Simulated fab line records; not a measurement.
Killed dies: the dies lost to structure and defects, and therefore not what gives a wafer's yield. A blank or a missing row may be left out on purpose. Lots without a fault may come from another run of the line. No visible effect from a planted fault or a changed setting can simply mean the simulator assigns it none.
Which tool is to blame?    flow nandHarc    12 lots (36 wafers sampled), 1 step of a 1302-step route

## WHAT EACH GAUGE READ, for each wafer
NHARC_A_ONON_D2_THK_MEAS_08: measures by ellipsometry.
lot   measured      on            thkNm (nm)
L075  day 12 18:20  filmMetro-02  976 976 978
L076  day 13 15:32  filmMetro-02  995 996 998
L080  day 14 13:20  filmMetro-02  1013 1011 1011
L081  day 15 12:04  filmMetro-01  999 997 999
L083  day 16 00:16  filmMetro-01  1003 1001 1003
L084  day 16 19:17  filmMetro-01  1006 1005 1005
L087  day 17 16:00  filmMetro-01  993 995 997
L088  day 18 15:41  filmMetro-02  1019 1019 1018
L090  day 19 05:22  filmMetro-02  988 988 987
L093  day 20 14:58  filmMetro-02  993 994 994
L095  day 21 07:53  filmMetro-01  1008 1010 1010
L097  day 21 16:24  filmMetro-02  1005 1006 1006

## WHAT TOOL EACH LOT RAN ON (gives the tool, then ch and the chambers of the sampled wafers, and finally the start)
Record: no process step prior to these readings.

## THE ANSWER, worked out from the rows above alone
Rule: the lots themselves supply what counts as usual. Put in order of their means at a reading, lots are off if they are a third of the lots or fewer, leave a main group of 4 or more, and stand apart from it by a gap of 3 or more times the standard deviation of the main group's means; of several such gaps the widest counts. If all means in a main group match to the digits the tables above print for the reading, that group is not used. Also off: a lot with no number at a reading for which 4 or more lots have one. All remaining lots with rows at the step are treated as sound.
No lot is off at any reading shown: from this, nothing can be told.

## WHAT WAS PUT IN BY THE SIMULATOR
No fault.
